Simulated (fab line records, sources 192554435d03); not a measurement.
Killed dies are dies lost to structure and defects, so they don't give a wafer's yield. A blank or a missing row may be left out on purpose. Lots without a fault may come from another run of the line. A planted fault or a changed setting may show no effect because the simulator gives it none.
fab line records | flow n5_finfet
record lots=5 wafers=15 last_day=18
route steps=1938 shown BEOL_M2@900 BEOL_M3@931 PASSIVATION@1936
lots that met no fault: from a run of the same line without faults
start_h: hours from the record's first day to the start of the lot's first wafer shown | wait_h: hours since the lot's step before | " the same as in the row above | L1.1+2: a row that stands for several wafers | - no value, or no start given | * or withheld: withheld | < > ~ a bound
route shown NAME@n: a module of which the file shows steps, and the number in the route of the first | usual: mean/standard deviation of fault-free wafers | same: alike in all rows | chamber/n: place in a boat | sites: the reading at each site | _std_site: their standard deviation | _edge_site: outer sites' mean less inner sites' | radius_mm: how far each site lies from the wafer's centre | mask NAME#n: copy n | behind: the tool/chamber that last shaped the wafer | hold: why the lot was held/for how many hours/how that ended | device: the transistor (n, p or np) that didn't switch | end of line: the same wafers' tests at the end of the route | a step without rows: its recipe alone | killed: dies lost to structure and defects at the first sort, not the wafer's yield | map: a wafer's dies, x killed, . not, _ none there
set.NAME: the setting as run; set.NAME@STEP: as run at that earlier step | model.NAME: the simulator's own value behind a step, which no gauge read
lots at some steps of the route; a table a step, a row a wafer
services: from which hour (start_h, from the record's first day; less than 0 if before it) a tool's chamber was out of use, for how many hours, and why
## steps
# step N5_BEOL_M2_PRE_CLEAN_45
# recipe gas=H2/He time_s=30 temp_c=250
# step N5_BEOL_M2_ALD_84
# recipe material=TaN target_thk_a=* temp_c=275 ald_precursor_family=PDMAT ald_co_reactant=NH3 pressure_torr=3 carrier_flow_sccm=1500 pulse_time_s=2 purge_time_s=3 co_reactant_purge_time_s=2 co_reactant_pulse_time_s=3 ald_cycles=30 precursor_vessel_temp_c=75 precursor_vessel_pressure_torr=26.25 precursor_vessel_carrier_sccm=1000
# step N5_BEOL_M2_SURFACE_TREAT_85
# recipe gas=Ar time_s=* ion_energy_ev=* ion_current_ma_cm2=0.5 pressure_mtorr=* ar_flow_sccm=30
# usual throttle_valve_pct=*
# same time_s=*
# columns lot.wafer tool chamber start_h wait_h throttle_valve_pct
L546.1 pvd_sputter-01 - 150.99 0.2 *
L546.2 " - " " *
L546.4 " - " " *
L549.4 pvd_sputter-02 - 156.89 0.2 *
L549.5 " - " " *
L549.6 " - " " *
L556.2 pvd_sputter-03 - 224.42 0.1 *
L556.4 " - " " *
L556.5 " - " " *
L562.1 pvd_sputter-02 - 256.19 0.2 *
L562.4 " - " " *
L562.5 " - " " *
L565.1 pvd_sputter-03 - 275.77 0.2 *
L565.3 " - " " *
L565.5 " - " " *
# step N5_BEOL_M2_CVD_47
# recipe material=Co target_thk_a=30 temp_c=withheld precursor=CCTBA/H2 pressure_torr=30 time_s=223.8
# step N5_BEOL_M2_SPUTTER_48
# recipe material=Cu target_thk_a=45 temp_c=-20 chamber_pressure_pa=0.07 power_w=withheld time_s=8.29
# step N5_BEOL_M2_ANNEAL_49
# recipe temp_c=400 time_s=240 ambient=vacuum
# usual heater_power_w=807/46
# same time_s=240
# columns lot.wafer tool chamber start_h wait_h heater_power_w
L546.1 pvd_sputter-01 - 151.35 0.0 825
L546.2 " - " " 837
L546.4 " - " " 870
L549.4 pvd_sputter-02 - 158.91 0.1 760
L549.5 " - " " 807
L549.6 " - " " 698
L556.2 pvd_sputter-02 - 224.77 0.0 763
L556.4 " - " " 749
L556.5 " - " " 784
L562.1 pvd_sputter-03 - 256.55 0.0 841
L562.4 " - " " 798
L562.5 " - " " 783
L565.1 pvd_sputter-01 - 276.33 0.0 821
L565.3 " - " " 786
L565.5 " - " " 825
# step N5_BEOL_M2_SPUTTER_79
# recipe material=Cu target_thk_a=45 temp_c=-20 chamber_pressure_pa=0.07 power_w=withheld time_s=8.29
# step N5_BEOL_M2_ANNEAL_80
# recipe temp_c=400 time_s=240 ambient=vacuum
# step N5_BEOL_M2_SPUTTER_81
# recipe material=Cu target_thk_a=45 temp_c=-20 chamber_pressure_pa=0.07 power_w=withheld time_s=8.29
# step N5_BEOL_M2_ANNEAL_82
# recipe temp_c=400 time_s=240 ambient=vacuum
# step N5_BEOL_M2_SPUTTER_86
# recipe material=Cu target_thk_a=45 temp_c=-20 chamber_pressure_pa=0.07 power_w=withheld time_s=8.29
# step N5_BEOL_M2_ANNEAL_87
# recipe temp_c=400 time_s=240 ambient=vacuum
# step N5_BEOL_M2_SPUTTER_88
# recipe material=Cu target_thk_a=45 temp_c=-20 chamber_pressure_pa=0.07 power_w=withheld time_s=8.29
# usual chamber_pressure_pa=0.07001/0.00015 substrate_temp_c=-19.98/0.11 throttle_valve_pct=30.0/0.7
# same time_s=8.29
# columns lot.wafer tool chamber start_h wait_h chamber_pressure_pa substrate_temp_c throttle_valve_pct
L546.1 pvd_sputter-01 - 152.15 0.1 0.07019 -19.96 29.9
L546.2 " - " " 0.0704 -19.90 29.8
L546.4 " - " " 0.07038 -19.98 30.6
L549.4 pvd_sputter-02 - 159.68 0.0 0.06992 -20.07 30.1
L549.5 " - " " 0.06979 -20.28 29.3
L549.6 " - " " 0.07005 -20.03 29.7
L556.2 pvd_sputter-02 - 225.57 0.1 0.07001 -19.83 29.3
L556.4 " - " " 0.07019 -20.00 30.1
L556.5 " - " " 0.06999 -19.96 30.2
L562.1 pvd_sputter-03 - 257.35 0.1 0.07005 -19.97 28.9
L562.4 " - " " 0.06981 -19.82 30.9
L562.5 " - " " 0.06986 -20.09 31.2
L565.1 pvd_sputter-01 - 277.13 0.1 0.06994 -20.07 29.6
L565.3 " - " " 0.07005 -19.99 30.4
L565.5 " - " " 0.06973 -19.89 29.8
# step N5_BEOL_M2_ANNEAL_89
# recipe temp_c=400 time_s=240 ambient=vacuum
# usual heater_power_w=808/48
# same time_s=240
# columns lot.wafer tool chamber start_h wait_h heater_power_w
L546.1 pvd_sputter-01 - 152.23 0.0 825
L546.2 " - " " 837
L546.4 " - " " 894
L549.4 pvd_sputter-02 - 159.79 0.1 753
L549.5 " - " " 772
L549.6 " - " " 711
L556.2 pvd_sputter-02 - 225.65 0.0 789
L556.4 " - " " 768
L556.5 " - " " 768
L562.1 pvd_sputter-03 - 257.43 0.0 876
L562.4 " - " " 801
L562.5 " - " " 781
L565.1 pvd_sputter-01 - 277.21 0.0 831
L565.3 " - " " 794
L565.5 " - " " 842
# step N5_BEOL_M2_SPUTTER_90
# recipe material=Cu target_thk_a=45 temp_c=-20 chamber_pressure_pa=0.07 power_w=withheld time_s=8.29
# step N5_BEOL_M2_ANNEAL_91
# recipe temp_c=400 time_s=240 ambient=vacuum
# step N5_BEOL_M2_SPUTTER_92
# recipe material=Cu target_thk_a=45 temp_c=-20 chamber_pressure_pa=0.07 power_w=withheld time_s=8.29
# step N5_BEOL_M2_ANNEAL_93
# recipe temp_c=400 time_s=240 ambient=vacuum
# step N5_BEOL_M2_SPUTTER_94
# recipe material=Cu target_thk_a=45 temp_c=-20 chamber_pressure_pa=0.07 power_w=withheld time_s=8.29
# step N5_BEOL_M2_ANNEAL_95
# recipe temp_c=400 time_s=240 ambient=vacuum
# usual heater_power_w=806/48
# same time_s=240
# columns lot.wafer tool chamber start_h wait_h heater_power_w
L546.1 pvd_sputter-01 - 152.89 0.0 822
L546.2 " - " " 842
L546.4 " - " " 888
L549.4 pvd_sputter-02 - 160.45 0.1 762
L549.5 " - " " 775
L549.6 " - " " 702
L556.2 pvd_sputter-02 - 226.31 0.0 768
L556.4 " - " " 763
L556.5 " - " " 793
L562.1 pvd_sputter-03 - 258.09 0.0 851
L562.4 " - " " 815
L562.5 " - " " 809
L565.1 pvd_sputter-01 - 277.87 0.0 825
L565.3 " - " " 799
L565.5 " - " " 852
# step N5_BEOL_M2_SPUTTER_96
# recipe material=Cu target_thk_a=45 temp_c=-20 chamber_pressure_pa=0.07 power_w=withheld time_s=8.29
# step N5_BEOL_M2_ECD_50
# recipe material=Cu target_thk_a=3000
# step N5_BEOL_M2_ANNEAL_51
# recipe temp_c=225 time_s=90 ambient=N2
# step N5_BEOL_M2_CMP_52
# recipe stop_on=SiOC t_overpolish_s=6.8 down_force_psi=1 platen_rpm=50 clearing_platen_down_force_psi=1.5 clearing_platen_rpm=50 post_cmp_clean=cu_alkaline target_thk_nm=40 clearing_platen_pad_velocity_m_s=0.99484 pad_velocity_m_s=0.99484
# step N5_BEOL_M2_PRE_CLEAN_60
# recipe gas=NH3/H2 time_s=15 temp_c=* rf_power_w=300
# step N5_BEOL_M2_CO_CAP_55
# recipe material=Co target_thk_a=20 temp_c=200 precursor=CCTBA/H2 pressure_torr=30 time_s=102.1
# step N5_BEOL_M2_PRE_CLEAN_56
# recipe gas=NH3 time_s=15 temp_c=withheld rf_power_w=300
# step N5_BEOL_M2_DEP_57
# recipe material=SiCN target_thk_a=80 temp_c=withheld precursor=3MS/NH3 pressure_torr=3 rf_w=202 time_s=14
# step N5_BEOL_M2_RS_MEAS_58
# recipe thk_meas_gauge=four-point-probe reads=Co_of_BEOL_M2_CO_CAP_55+Cu_of_BEOL_M2_ECD_50+Co_of_BEOL_M2_CVD_47+TaN_of_BEOL_M2_ALD_84
# usual M2_RS=0.67/0.047
# columns lot.wafer tool chamber start_h wait_h M2_RS[ohm/sq]
L546.1 film_metro-01 - 154.24 0.0 0.65
L546.2 " - " " 0.65
L546.4 " - " " 0.75
L549.4 film_metro-02 - 161.57 0.0 0.71
L549.5 " - " " 0.66
L549.6 " - " " 0.66
L556.2 film_metro-01 - 227.50 0.1 0.68
L556.4 " - " " 0.64
L556.5 " - " " 0.63
L562.1 film_metro-02 - 259.28 0.0 0.72
L562.4 " - " " 0.68
L562.5 " - " " 0.69
L565.1 film_metro-02 - 279.11 0.0 0.68
L565.3 " - " " 0.64
L565.5 " - " " 0.62
# step N5_BEOL_M2_INSPECT_59
# recipe inspect_instrument=darkfield mode=post_dep
# usual raw_defect_count=69/22
# columns lot.wafer tool chamber start_h wait_h raw_defect_count
L546.1 defect_inspect-01 - 154.26 0.0 103
L546.2 " - " " 71
L546.4 " - " " 69
L549.4 defect_inspect-01 - 161.59 0.0 112
L549.5 " - " " 64
L549.6 " - " " 92
L556.2 defect_inspect-01 - 227.53 0.0 61
L556.4 " - " " 46
L556.5 " - " " 48
L562.1 defect_inspect-01 - 259.31 0.0 70
L562.4 " - " " 71
L562.5 " - " " 48
L565.1 defect_inspect-02 - 279.13 0.0 96
L565.3 " - " " 56
L565.5 " - " " 63
# step N5_BEOL_M3_ILD_DEP_00
# recipe material=SiOC target_thk_a=790 temp_c=350 precursor=DEMS/O2 pressure_torr=5 rf_w=500 time_s=15.3
# usual heater_power_w=476/66 showerhead_plenum_p_Torr=5.690/0.016 throttle_valve_pct=11.8/0.46
# same time_s=15.3
# columns lot.wafer tool chamber start_h wait_h heater_power_w showerhead_plenum_p_Torr throttle_valve_pct
L546.1 pecvd-04 2 154.30 0.0 525 5.702 11.7
L546.2 " 0 " " 583 5.694 11.5
L546.4 " 0 " " 586 5.669 11.2
L549.4 pecvd-04 1 161.65 0.1 456 5.673 12.5
L549.5 " 2 " " 534 5.714 11.8
L549.6 " 0 " " 545 5.685 11.5
L556.2 pecvd-04 2 227.57 0.0 522 5.725 11.6
L556.4 " 0 " " 536 5.688 11.3
L556.5 " 1 " " 462 5.679 12.5
L562.1 pecvd-02 0 259.34 0.0 357 5.663 11.5
L562.4 " 0 " " 356 5.669 11.8
L562.5 " 2 " " 471 5.701 11.5
L565.1 pecvd-04 1 279.17 0.0 516 5.688 12.7
L565.3 " 0 " " 507 5.683 11.5
L565.5 " 1 " " 526 5.676 12.6
# step N5_BEOL_M3_THK_MEAS_01
# recipe reads=SiOC_of_BEOL_M3_ILD_DEP_00
# usual M3_ILD_THK=78.9/0.96
# columns lot.wafer tool chamber start_h wait_h M3_ILD_THK[nm]
L546.1 film_metro-01 - 154.37 0.0 77.9
L546.2 " - " " 79.2
L546.4 " - " " 80.1
L549.4 film_metro-02 - 161.70 0.0 79.7
L549.5 " - " " 79.8
L549.6 " - " " 80.1
L556.2 film_metro-01 - 227.63 0.1 78.7
L556.4 " - " " 80.2
L556.5 " - " " 77.9
L562.1 film_metro-01 - 259.41 0.0 78.9
L562.4 " - " " 79.1
L562.5 " - " " 79.2
L565.1 film_metro-01 - 279.24 0.0 78.5
L565.3 " - " " 79.0
L565.5 " - " " 79.1
# step N5_BEOL_M3_PECVD_72
# recipe material=SiO2 target_thk_a=160 temp_c=400 precursor=TEOS/O2 pressure_torr=5.5 rf_w=450 teos_flow_sccm=53.8 gas=O2 flow_sccm=3000 time_s=18
# step N5_BEOL_M3_HM_DEP_02
# recipe material=TiN target_thk_a=200 temp_c=25 chamber_pressure_pa=0.49996
# step N5_BEOL_M3_COAT_61
# recipe resist=SOC temp_c=250 time_s=60 spin_rpm=1500 resist_thk_nm=60
# step N5_BEOL_M3_COAT_62
# recipe resist=SiARC temp_c=220 time_s=60 spin_rpm=1500 resist_thk_nm=12
# step N5_BEOL_M3_COAT_73
# recipe resist=underlayer temp_c=205 time_s=60 spin_rpm=1500 resist_thk_nm=5
# step N5_BEOL_M3_COAT_05
# recipe resist=CAR-EUV spin_rpm=1500 resist_thk_nm=30
# step N5_BEOL_M3_EBR_07
# recipe solvent=PGMEA ebr_width_mm=1.5
# step N5_BEOL_M3_SOFTBAKE_06
# recipe temp_c=110 time_s=60 resist=CAR-EUV
# step N5_BEOL_M3_EXPOSE_08
# recipe mask_id=M3 na=0.33 source_shape=dipole sigma_inner=0.369 sigma_outer=0.767 polarization=unpolarized dose_mj=33
# step N5_PASSIVATION_PROBE_49
# usual defect_limited_yield=91.0/1.4 killed_at_M0_to_M3=34/10 killed_at_M4_up=15/5.5 killed_at_contacts=12/6.1 killed_at_front_end=41/12 killed_at_other=4/3.4 killed_dies=106/17 killed_on_rim=14/4 killed_open=70/13 killed_short=34/7.4 sort_bin_5_function=5.3/1 sort_bin_6_memory=3.4/0.69 sort_n_pass=1073/17 sort_yield_pct=91.0/1.4
# same gross_dies=1180 killed_at_back_side=0 sort_bin_4_leakage[%]=0 sort_bin_8_speed[%]=0
# columns lot.wafer tool chamber start_h wait_h defect_limited_yield[%] killed_at_M0_to_M3 killed_at_M4_up killed_at_contacts killed_at_front_end killed_at_other killed_dies killed_on_rim killed_open killed_short sort_bin_5_function[%] sort_bin_6_memory[%] sort_n_pass sort_yield_pct[%]
L546.1 prober-02 - 313.89 0.0 89.2 24 17 17 67 2 127 14 70 47 5.8 4.2 1053 89.2
L546.2 prober-02 - 313.94 0.1 93.0 21 14 6 41 1 83 9 56 22 4.2 2.5 1097 93.0
L546.4 prober-02 - 314.04 0.2 94.5 15 14 17 19 0 65 10 43 22 3.0 2.1 1115 94.5
L556.2 prober-02 - 381.98 0.1 91.0 38 23 1 40 4 106 9 61 39 4.5 3.7 1074 91.0
L556.4 prober-02 - 382.08 0.2 91.6 50 10 1 38 0 99 22 60 26 4.7 2.5 1081 91.6
L556.5 prober-02 - 382.13 0.2 90.0 64 13 7 31 3 118 32 56 38 5.8 2.2 1062 90.0
L562.1 prober-01 - 409.45 0.0 90.4 43 16 19 30 5 113 15 82 26 5.3 4.2 1067 90.4
L562.4 prober-01 - 409.60 0.2 90.4 35 25 22 28 3 113 14 63 43 5.5 3.4 1067 90.4
L562.5 prober-01 - 409.65 0.2 89.0 37 20 20 42 11 130 18 85 39 6.8 3.7 1050 89.0
L565.1 prober-02 - 426.30 0.0 91.5 18 12 10 60 0 100 10 66 33 5.2 3.1 1080 91.5
L565.3 prober-02 - 426.40 0.1 90.4 34 13 10 51 5 113 17 80 32 6.2 3.1 1067 90.4
L565.5 prober-02 - 426.50 0.2 88.1 33 12 16 67 13 141 17 85 55 7.0 4.9 1039 88.1
# killed by level:class
L546.1 FIN_SAQP:geometric_particle:open=22 FIN_SAQP:geometric_particle:short=15 MOL_CONTACT_COAG:geometric_particle:open=14 GATE_CUT:geometric_particle:short=7 BEOL_M3:geometric_particle:open=6 STARTING-WAFER:geometric_particle:short=6 BEOL_M6:geometric_particle:open=4 BEOL_M2:geometric_particle:short=4
L546.2 STI_FIN_REVEAL:geometric_particle:open=11 BEOL_M3:geometric_particle:open=9 MOL_CONTACT_COAG:geometric_particle:open=6 STARTING-WAFER:geometric_particle:short=5 FIN_SAQP:geometric_particle:short=4 FIN_SAQP:geometric_particle:open=4 BEOL_M1:geometric_particle:open=4 BEOL_M2:geometric_particle:open=4
L546.4 MOL_CONTACT_COAG:geometric_particle:open=13 BEOL_M0_SAQP:geometric_particle:short=5 ILD0:geometric_particle:open=4 MOL_CONTACT_COAG:geometric_particle:short=4 BEOL_M1:geometric_particle:open=4 BEOL_M8:geometric_particle:open=4 FIN_SAQP:geometric_particle:short=3 BEOL_M4:geometric_particle:open=3
L556.2 BEOL_M2:geometric_particle:open=10 STI_FIN_REVEAL:geometric_particle:open=9 FIN_SAQP:geometric_particle:short=8 BEOL_M4:geometric_particle:open=7 BEOL_M0_SAQP:geometric_particle:open=7 BEOL_M1:geometric_particle:open=7 BEOL_M0_SAQP:geometric_particle:short=6 BEOL_M5:geometric_particle:open=6
L556.4 STI_FIN_REVEAL:geometric_particle:open=16 BEOL_M2:geometric_particle:open=12 BEOL_M2:area_sputter=12 FIN_SAQP:geometric_particle:short=8 BEOL_M3:geometric_particle:open=6 BEOL_M0_SAQP:geometric_particle:open=5 BEOL_M1:geometric_particle:open=4 FIN_SAQP:geometric_particle:open=3
L556.5 BEOL_M2:area_sputter=22 BEOL_M2:geometric_particle:open=13 BEOL_M0_SAQP:geometric_particle:short=7 FIN_SAQP:geometric_particle:open=6 STI_FIN_REVEAL:geometric_particle:open=6 BEOL_M3:geometric_particle:short=6 MOL_CONTACT_COAG:geometric_particle:open=5 FIN_SAQP:geometric_particle:short=4
L562.1 MOL_CONTACT_COAG:geometric_particle:open=18 BEOL_M4:geometric_particle:open=12 BEOL_M0_SAQP:geometric_particle:open=10 BEOL_M3:geometric_particle:open=7 BEOL_M0:geometric_particle:open=7 BEOL_M1:geometric_particle:open=7 STI_FIN_REVEAL:geometric_particle:open=6 GATE_CUT:geometric_particle:short=5
L562.4 BEOL_M0_SAQP:geometric_particle:short=19 MOL_CONTACT_COAG:geometric_particle:open=18 BEOL_M0_SAQP:geometric_particle:open=12 BEOL_M4:geometric_particle:open=8 STI_FIN_REVEAL:geometric_particle:open=4 MOL_CONTACT_COAG:geometric_particle:short=4 BEOL_M4:geometric_particle:short=4 BEOL_M8:geometric_particle:open=4
L562.5 STI_FIN_REVEAL:geometric_particle:open=19 MOL_CONTACT_COAG:geometric_particle:open=13 BEOL_M0_SAQP:geometric_particle:short=11 BEOL_M4:geometric_particle:open=10 BEOL_M0_SAQP:geometric_particle:open=9 BEOL_M3:geometric_particle:open=7 DUMMY_GATE:geometric_particle:open=7 MOL_CONTACT_COAG:geometric_particle:short=7
L565.1 STI_FIN_REVEAL:geometric_particle:open=17 FIN_SAQP:geometric_particle:short=14 FIN_SAQP:geometric_particle:open=11 MOL_CONTACT_COAG:geometric_particle:open=8 BEOL_M1:geometric_particle:open=6 BEOL_M4:geometric_particle:open=5 BEOL_M2:geometric_particle:open=5 SPACER0:geometric_particle:open=4
L565.3 STI_FIN_REVEAL:geometric_particle:open=24 BEOL_M2:geometric_particle:open=15 MOL_CONTACT_COAG:geometric_particle:open=8 FIN_SAQP:geometric_particle:open=7 BEOL_M0_SAQP:geometric_particle:short=7 BEOL_M4:geometric_particle:open=7 FIN_SAQP:geometric_particle:short=5 BEOL_M0_SAQP:geometric_particle:open=5
L565.5 STI_FIN_REVEAL:geometric_particle:open=21 FIN_SAQP:geometric_particle:short=18 BEOL_M1:geometric_particle:open=13 MOL_CONTACT_COAG:geometric_particle:open=10 GATE_CUT:geometric_particle:short=9 BEOL_M3:geometric_particle:open=9 FIN_SAQP:geometric_particle:open=8 MOL_CONTACT_COAG:geometric_particle:short=6
# map L556.5 (x killed, . not)
_________________..x.....xx..________________
______________.........xx.x....._____________
___________x.x..x.........x........__________
__________.....................x...._________
________..x.......x.x................._______
_______.x.........x.......x.........x..______
______............x....................._____
_____........x..........x.x..............____
____.................................x....___
___xx..........x....xx..x...............x.x__
___.........x............x.................__
__....................xx.......x............_
__.x.................................x..x..x_
_........x............x................x....x
_x......x..............xx....................
_...........................................x
_.................x.x.................x......
_..x...........................x.x..x.......x
_...........x......................xx.......x
_x...........................................
_xx........................xx.........xx.....
__........x.x.....................x......x.x_
__..x..........x............x.........x....._
___x..x..x........x..........x..x.x........__
___.....................x...............x..__
____........x................x......x.x.x.___
_____x.......x..x.............x..........____
______x.x................x.............x_____
_______.....x.......x............x.....______
________x....x...........x..x........x_______
__________.x....x.................xx_________
___________...............x..x...x.__________
______________........x...xx...._____________
_________________.......x....________________
# map L549.5 (x killed, . not)
_________________.....x..x...________________
______________.................._____________
___________........x.x...x.........__________
__________..x....x..........x......._________
________..............x..............._______
_______...............x..........x.....______
______..............x..................._____
_____......x..x...x.....x..........x..x..____
____..........x...........................___
___.............................x...x......__
___.....xx.......x........x.........x...x..__
__.....x...................xx..............._
__x..................................x.x.x.x_
_...x...............x......x........xx.......
_.x................x....x..x..x........x.....
_.......x..............x....x........x.......
_..x.x.......x......................x......x.
_........x..........x.................x...x..
_.................x......x.x.........x.......
_........x.............x.....................
_................x............xx.............
__....x......xx.......x.........x....x......_
__.......................x...........x......_
___.............x....x.....x...............__
___.......xx...............................__
____....x..x.......x..x..x...............x___
_____..........x...xx.x..................____
______...x..x....x.x.x....x...xx......x._____
_______........x...............x.......______
________...xxx..................x....._______
__________................x..x......_________
___________....x.........x...x.....__________
______________........x........._____________
_________________...xx.......________________
## services
# columns tool chamber start_h hours kind
pvd_sputter-03 - 138.56 1.3 repair
pecvd-04 - 142.47 6.0 pm
pecvd-02 - 159.99 14.6 pm
pvd_sputter-03 - 178.82 0.5 repair
pecvd-04 2 181.41 1.9 repair
pecvd-02 1 207.89 5.5 scheduled_down
pecvd-02 - 222.67 1.2 repair
pecvd-02 - 226.05 0.3 repair
## key
first_sign step=N5_PASSIVATION_PROBE_49 reading=killed_on_rim direction=up sigmas=3.2 usual=14 struck=27
effect none on later readings
met_at N5_BEOL_M2_SPUTTER_88
struck_wafers L556.4,L556.5
onset_between 159.68 225.57
fault kind=site_profile_drift tool=pvd_sputter-02 chamber=- onset_h=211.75 steps=N5_BEOL_M2_SPUTTER_88 basis=fraction max_abs_drift=0.5337 slope_share_per_hr=118.6 site_pattern=0,0,0,0,0,-1,-1,-1,-1 scope=struck_wafers_only
